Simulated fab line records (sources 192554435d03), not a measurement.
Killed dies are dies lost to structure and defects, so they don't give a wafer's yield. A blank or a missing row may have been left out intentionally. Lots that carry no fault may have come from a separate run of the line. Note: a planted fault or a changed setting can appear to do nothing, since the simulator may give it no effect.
fab line records	flow n5-finfet
record: lots: 10	wafers: 28	last-day: 18
route steps=1938 shown WELL_APT@29 FIN_SAQP@100 BEOL_M4@1111
lots with no fault: from the same line, run without faults
start-h: hours from the record's opening day to when the first of the lot's shown wafers began	wait-h: hours elapsed since this lot's preceding step	" repeats the value in the row above	L1.1+2: one row covering several wafers at once	- either no value or no given start	* or withheld: withheld	< > ~ a bound
route shown NAME@n: NAME is a module with steps in the file, n the number in the route of the first one	usual: mean/standard deviation taken from wafers without a fault	same: alike in all rows	chamber/n: place in a boat	sites: the reading at each site	_std_site: how widely they spread, as a standard deviation	_edge_site: mean of outer sites minus mean of inner sites	radius-mm: for every site, how far away it sits from the centre of the wafer	mask NAME#n: copy n	behind: the tool/chamber that last shaped the wafer	hold: cause of the lot's hold/its duration in hours/its outcome	device: which transistor (n, p or np) failed to switch	end of line: tests of these same wafers at the route's end	a step without rows: its recipe alone	killed: dies lost to structure and defects at the first sort, not the wafer's yield	map: the dies of a wafer, with x for killed, . for not killed, _ for no die there
set.NAME: the setting that was run; set.NAME@STEP: the one run at that earlier step	model.NAME: the simulator's own value behind a step, which no gauge read
the route's steps for a sample of lots (tables are steps, rows are wafers)
services: the hour from which a tool's chamber was out of use, counted from the record's first day as start-h (under 0 if before that day), plus the number of hours and why
== steps ==
step: N5_WELL_APT_OVL_MEAS_09
recipe: points-per-wafer: 44
usual: NWELL_OVL: 2/5
lot.wafer	tool	chamber	start-h	wait-h	NWELL_OVL[nm]
L910.3	overlay-02	0	19.59	0.0	-10
L910.4	"	0	"	"	-5
L910.6	"	0	"	"	-2
L912.1	overlay-01	0	32.03	0.0	8
L912.3	"	0	"	"	10
L912.5	"	0	"	"	6
L915.1	overlay-02	0	49.84	0.0	-8
L915.2	"	0	"	"	-4
L915.6	"	0	"	"	-3
L916.2	overlay-01	0	61.58	0.0	-1
L916.4	"	0	"	"	-2
L916.5	"	0	"	"	2
L922.2	overlay-02	0	92.03	0.0	2
L922.4	"	0	"	"	2
L922.6	"	0	"	"	0
L924.4	overlay-01	0	103.72	0.0	-4
L924.6	"	0	"	"	-8
L926.4	overlay-01	0	115.59	0.0	-6
L926.6	"	0	"	"	3
L928.3	overlay-02	0	127.84	0.0	1
L928.4	"	0	"	"	-5
L928.5	"	0	"	"	0
L930.1	overlay-02	0	139.96	0.0	8
L930.5	"	0	"	"	12
L930.6	"	0	"	"	7
L931.1	overlay-02	0	145.71	0.0	-1
L931.2	"	0	"	"	6
L931.3	"	0	"	"	5
step: N5_WELL_APT_PEB_23
recipe: peb-temp-c: 130	peb-time-s: 90
usual: resist-line-temp-C: 23.00/0.11
lot.wafer	tool	chamber	start-h	wait-h	resist-line-temp-C
L910.3	litho-track-04	0	20.56	0.0	22.95
L910.4	"	0	"	"	22.93
L910.6	"	0	"	"	23.05
L912.1	litho-track-04	0	33.02	0.1	23.21
L912.3	"	0	"	"	23.10
L912.5	"	0	"	"	23.11
L915.1	litho-track-04	0	50.94	0.1	23.07
L915.2	"	0	"	"	23.06
L915.6	"	0	"	"	23.12
L916.2	litho-track-04	0	62.69	0.0	23.01
L916.4	"	0	"	"	23.12
L916.5	"	0	"	"	23.24
L922.2	litho-track-04	0	93.13	0.0	22.92
L922.4	"	0	"	"	22.88
L922.6	"	0	"	"	22.93
L924.4	litho-track-04	0	105.07	0.0	23.18
L924.6	"	0	"	"	23.17
L926.4	litho-track-04	0	116.71	0.0	22.93
L926.6	"	0	"	"	23.01
L928.3	litho-track-03	0	129.07	0.0	23.05
L928.4	"	0	"	"	22.99
L928.5	"	0	"	"	22.91
L930.1	litho-track-05	0	141.06	0.1	23.01
L930.5	"	0	"	"	23.09
L930.6	"	0	"	"	22.91
L931.1	litho-track-03	0	147.14	0.1	23.12
L931.2	"	0	"	"	23.11
L931.3	"	0	"	"	22.96
step: N5_WELL_APT_CD_MEAS_25
recipe: target-cd-nm: 200	landing-energy-ev: 500	detector: se-inlens
usual: cd-nm: 199.1/2.4
lot.wafer	tool	chamber	start-h	wait-h	cd-nm
L910.3	cd-sem-03	0	20.68	-	200.3
L910.4	"	0	"	"	194.7
L910.6	"	0	"	"	199.4
L912.1	cd-sem-02	0	33.14	-	200.4
L912.3	"	0	"	"	195.5
L912.5	"	0	"	"	197.2
L915.1	cd-sem-03	0	51.06	-	198.8
L915.2	"	0	"	"	197.5
L915.6	"	0	"	"	200.5
L916.2	cd-sem-01	0	62.80	-	196.3
L916.4	"	0	"	"	197.7
L916.5	"	0	"	"	197.8
L922.2	cd-sem-02	0	93.25	-	197.9
L922.4	"	0	"	"	199.5
L922.6	"	0	"	"	200.1
L924.4	cd-sem-01	0	105.18	-	202.2
L924.6	"	0	"	"	210.6
L926.4	cd-sem-01	0	116.83	-	197.1
L926.6	"	0	"	"	213.3
L928.3	cd-sem-02	0	129.19	-	202.9
L928.4	"	0	"	"	202.5
L928.5	"	0	"	"	198.2
L930.1	cd-sem-01	0	141.18	-	195.8
L930.5	"	0	"	"	196.9
L930.6	"	0	"	"	198.0
L931.1	cd-sem-01	0	147.26	-	199.8
L931.2	"	0	"	"	199.6
L931.3	"	0	"	"	201.3
step: N5_WELL_APT_EPI_41
recipe: material: Si	target-thk-a: 500	temp-c: 650	precursor: SiH4/H2	pressure-torr: 20	time-s: 297.7
usual: chamber-pressure-Torr: 20.00/0.045	throttle-valve-pct: 11.4/0.37
lot.wafer	tool	chamber	start-h	wait-h	chamber-pressure-Torr	throttle-valve-pct
L910.3	epi-rpcvd-01	0	22.19	0.2	20.02	11.3
L910.4	"	0	"	"	20.02	11.5
L910.6	"	0	"	"	19.94	11.2
L912.1	epi-rpcvd-04	0	34.60	0.0	19.97	11.1
L912.3	"	0	"	"	19.95	10.9
L912.5	"	0	"	"	20.01	11.0
L915.1	epi-rpcvd-02	0	52.15	0.0	20.02	11.8
L915.2	"	0	"	"	19.95	11.6
L915.6	"	0	"	"	19.98	11.6
L916.2	epi-rpcvd-02	0	64.27	0.2	19.97	12.0
L916.4	"	0	"	"	19.95	11.7
L916.5	"	0	"	"	19.99	11.6
L922.2	epi-rpcvd-01	0	94.46	0.1	19.95	11.4
L922.4	"	0	"	"	20.00	11.4
L922.6	"	0	"	"	20.10	11.5
L924.4	epi-rpcvd-04	0	106.70	0.4	20.00	10.8
L924.6	"	0	"	"	20.01	11.2
L926.4	epi-rpcvd-01	0	118.35	0.3	20.01	11.3
L926.6	"	0	"	"	20.01	11.3
L928.3	epi-rpcvd-02	0	130.59	0.3	19.92	12.2
L928.4	"	0	"	"	19.96	11.8
L928.5	"	0	"	"	19.97	11.7
L930.1	epi-rpcvd-01	0	142.52	0.0	20.05	11.4
L930.5	"	0	"	"	20.03	11.5
L930.6	"	0	"	"	20.02	11.2
L931.1	epi-rpcvd-02	0	148.35	0.0	20.11	11.7
L931.2	"	0	"	"	20.09	11.9
L931.3	"	0	"	"	19.98	12.0
step: N5_FIN_SAQP_PECVD_06
recipe: material: a-Si	target-thk-a: 600	temp-c: 400	precursor: SiH4/He	pressure-torr: 3	rf-w: 100	time-s: 48.1
usual: chamber-pressure-Torr: 3.000/0.0062	heater-power-w: 903/93	showerhead-plenum-p-Torr: 5.66/0.066	showerhead-vpp-V: 615/21	throttle-valve-pct: 17.7/0.88
lot.wafer	tool	chamber	start-h	wait-h	chamber-pressure-Torr	heater-power-w	showerhead-plenum-p-Torr	showerhead-vpp-V	throttle-valve-pct
L910.3	pecvd-04	0	27.16	0.0	2.995	890	5.58	585	16.7
L910.4	"	1	"	"	3.014	904	5.72	603	17.3
L910.6	"	0	"	"	2.998	943	5.58	581	17.1
L912.1	pecvd-04	1	40.62	0.0	3.003	928	5.71	603	17.5
L912.3	"	0	"	"	3.008	954	5.58	587	17.0
L912.5	"	1	"	"	3.002	972	5.72	605	17.2
L915.1	pecvd-03	2	57.76	0.0	3.002	966	5.73	645	16.7
L915.2	"	0	"	"	2.992	1028	5.60	621	18.4
L915.6	"	2	"	"	3.000	952	5.72	653	16.8
L916.2	pecvd-04	1	70.01	0.0	2.994	929	5.72	595	17.6
L916.4	"	1	"	"	2.998	954	5.72	600	17.2
L916.5	"	2	"	"	2.986	778	5.69	625	16.5
L922.2	pecvd-04	1	103.86	0.0	3.005	804	5.71	601	17.5
L922.4	"	0	"	"	2.996	985	5.56	578	17.1
L922.6	"	1	"	"	2.996	811	5.72	592	17.3
L924.4	pecvd-03	2	113.12	0.0	2.996	1013	5.73	639	17.2
L924.6	"	0	"	"	3.006	901	5.60	623	18.4
L926.4	pecvd-03	2	123.22	0.0	3.001	1003	5.73	636	16.9
L926.6	"	1	"	"	2.999	906	5.59	626	18.5
L928.3	pecvd-04	0	135.97	0.0	3.003	945	5.59	589	17.1
L928.4	"	2	"	"	3.004	773	5.68	628	17.2
L928.5	"	1	"	"	3.000	931	5.72	610	17.3
L930.1	pecvd-02	2	147.94	0.0	3.001	814	5.70	618	17.6
L930.5	"	0	"	"	3.001	769	5.70	621	18.5
L930.6	"	2	"	"	3.007	830	5.72	613	17.5
L931.1	pecvd-03	2	153.07	0.0	2.998	948	5.74	636	17.1
L931.2	"	0	"	"	3.004	1016	5.59	617	18.4
L931.3	"	1	"	"	3.003	757	5.57	626	18.4
step: N5_BEOL_M4_RC_MEAS_101
usual: DIBL_N: 35.4/2.1	DIBL_P: 34.8/2.6	IOFF_N: 0.15/0.037	IOFF_P: 0.19/0.037	ION_N: 677/16	ION_P: 462/9.3	SS_N: 71.4/0.75	SS_P: 72.9/0.77	VT_N: 250/3.7	VT_P: -251/3.5
lot.wafer	tool	chamber	start-h	wait-h	DIBL_N[mV/V]	DIBL_P[mV/V]	IOFF_N[nA/um]	IOFF_P[nA/um]	ION_N[uA/um]	ION_P[uA/um]	SS_N[mV/dec]	SS_P[mV/dec]	VT_N[mV]	VT_P[mV]
L910.3	prober-02	0	183.90	0.3	34.8	32.0	0.13	0.19	679	472	70.9	72.6	250	-248
L910.4	"	0	"	"	35.0	32.7	0.14	0.20	682	478	71.0	72.5	249	-250
L910.6	"	0	"	"	33.1	30.1	0.11	0.17	672	470	70.0	72.6	253	-251
L912.1	prober-02	0	198.45	0.2	34.7	35.4	0.15	0.18	697	463	70.7	72.6	249	-256
L912.3	"	0	"	"	31.1	31.0	0.09	0.13	665	461	70.3	71.1	256	-256
L912.5	"	0	"	"	35.3	35.7	0.14	0.19	679	464	71.1	72.5	249	-252
L915.1	prober-01	0	202.96	0.5	34.8	33.8	0.13	0.16	664	456	71.1	73.1	251	-257
L915.2	"	0	"	"	37.2	36.0	0.16	0.18	678	457	71.7	73.2	248	-253
L915.6	"	0	"	"	34.0	32.3	0.12	0.13	660	448	70.9	71.5	255	-257
L916.2	prober-01	0	226.99	0.6	35.8	35.1	0.16	0.19	697	474	71.5	72.5	246	-249
L916.4	"	0	"	"	36.6	34.8	0.16	0.19	688	464	71.2	73.1	247	-251
L916.5	"	0	"	"	36.7	35.7	0.16	0.20	690	471	71.1	72.8	247	-250
L922.2	prober-01	0	252.84	0.2	35.2	34.9	0.15	0.21	683	467	71.2	73.5	248	-248
L922.4	"	0	"	"	35.3	34.9	0.14	0.21	679	469	71.3	73.1	249	-249
L922.6	"	0	"	"	33.4	32.1	0.12	0.17	674	462	71.4	72.2	254	-250
L924.4	prober-02	0	261.11	0.5	33.9	33.0	0.12	0.15	668	460	71.0	72.4	252	-255
L924.6	"	0	"	"	39.1	38.8	0.18	0.23	672	464	71.7	73.8	251	-251
L926.4	prober-01	0	270.27	0.5	32.3	31.9	0.11	0.15	682	472	70.4	73.0	253	-253
L926.6	"	0	"	"	33.5	33.4	0.13	0.16	668	456	71.0	72.7	251	-251
L928.3	prober-01	0	286.65	0.3	36.2	36.9	0.18	0.22	694	472	72.3	72.9	247	-249
L928.4	"	0	"	"	37.5	38.8	0.21	0.25	697	472	72.2	73.3	246	-249
L928.5	"	0	"	"	37.8	38.8	0.20	0.24	696	471	72.2	73.0	245	-245
L930.1	prober-01	0	303.81	0.3	40.6	40.7	0.28	0.31	709	480	73.2	74.6	241	-246
L930.5	"	0	"	"	38.2	37.9	0.23	0.25	708	479	72.2	73.6	244	-245
L930.6	"	0	"	"	36.6	36.7	0.18	0.22	702	478	72.0	73.9	246	-247
L931.1	prober-01	0	327.31	0.0	35.5	35.0	0.15	0.23	676	468	71.7	73.1	254	-243
L931.2	"	0	"	"	32.7	31.9	0.11	0.18	672	472	70.3	71.7	254	-247
L931.3	"	0	"	"	35.4	36.6	0.16	0.25	688	474	71.5	72.9	249	-244
== services ==
tool	chamber	start-h	hours	kind
epi-rpcvd-02	-	2.04	27.2	pm
pecvd-02	-	7.76	2.5	repair
pecvd-04	2	21.12	-	clean
pecvd-04	2	21.12	-	consumable-replace:showerhead
pecvd-04	2	21.12	29.0	scheduled-down
pecvd-04	2	21.12	29.0	vent-cycle
pecvd-03	-	32.50	1.1	repair
pecvd-03	-	43.01	0.8	repair
pecvd-03	1	63.29	16.5	scheduled-down
epi-rpcvd-04	-	65.28	0.5	pm
epi-rpcvd-01	-	67.95	8.1	pm
pecvd-04	0	75.24	-	calibration
epi-rpcvd-01	-	77.84	0.6	repair
pecvd-02	1	84.38	5.5	scheduled-down
pecvd-04	0	89.36	5.5	scheduled-down
pecvd-03	1	100.30	5.0	scheduled-down
litho-track-04	-	111.76	-	consumable-replace:filter
epi-rpcvd-02	-	113.99	1.2	repair
epi-rpcvd-01	-	118.65	2.8	pm
pecvd-02	0	118.68	2.1	scheduled-down
pecvd-03	1	126.16	5.5	scheduled-down
pecvd-04	0	136.78	13.9	repair
== key ==
first-sign: step: N5_WELL_APT_CD_MEAS_25	reading: cd-nm	direction: up	sigmas: 5.3	usual: 199.1	struck: 212.0
effect none on later readings
met-at N5_WELL_APT_PEB_23
struck-lots L924,L926
struck-wafers L924.6,L926.6
not-acting-at N5_WELL_APT_OVL_MEAS_09,N5_WELL_APT_EPI_41,N5_FIN_SAQP_PECVD_06
onset-between 93.13 105.07
fault: kind: process-parameter-drift	tool: litho-track-04	chamber: -	onset-h: 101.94	steps: N5_WELL_APT_PEB_23	channel: peb-time-s	offset: *	shape: step	end-h: 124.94	scope: struck-wafers-only	acts-in: *	stated: *
